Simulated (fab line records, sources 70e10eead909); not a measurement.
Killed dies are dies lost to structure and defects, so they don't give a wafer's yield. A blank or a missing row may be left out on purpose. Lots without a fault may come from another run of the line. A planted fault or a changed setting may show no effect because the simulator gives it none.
Chamber matching | flow nand_harc | NHARC_P_BONDPAD_DESCUM_11 on rie_diel-04: 4 sister chambers
The step chemistry O2, time 3 s. 4 wafers are shown with their chamber, then 9 later ones without.

WAFERS WITH THEIR CHAMBER
wafer  | chamber | showerhead_plenum_p_Torr (Torr)
L236.5 | 1       | 1.88
L235.2 | 3       | 1.96
L235.3 | 0       | 1.83
L235.4 | 2       | 2.02

WAFERS WITHOUT THEIR CHAMBER
wafer  | showerhead_plenum_p_Torr (Torr)
L243.1 | 1.95
L243.4 | 2.02
L243.6 | 1.95
L242.4 | 2.02
L242.5 | 1.88
L242.6 | 2.02
L246.1 | 1.88
L246.2 | 1.83
L246.6 | 1.83

WHICH CHAMBER EACH WENT THROUGH
wafer  | from the rows above | in truth
L243.1 | 3                   | 3
L243.4 | 2                   | 2
L243.6 | 3                   | 3
L242.4 | 2                   | 2
L242.5 | 1                   | 1
L242.6 | 2                   | 2
L246.1 | 1                   | 1
L246.2 | 0                   | 0
L246.6 | 0                   | 0
Placed correctly: 9 of 9. Can't be placed from these rows: 0. Placed wrongly: 0.
How it was worked out, from the rows above alone: a wafer's distance from a chamber is the root of the sum, over the readings, of the square of ((its reading less the chamber's mean) divided by the reading's scatter). The wafer belongs to the nearest chamber; if the next one is less than 2 further off, it can't be placed. A chamber's mean is the mean of its shown wafers. The scatter: with one shown wafer a chamber, the root of the mean of the squares of how far each hidden wafer lies from its nearest shown one.
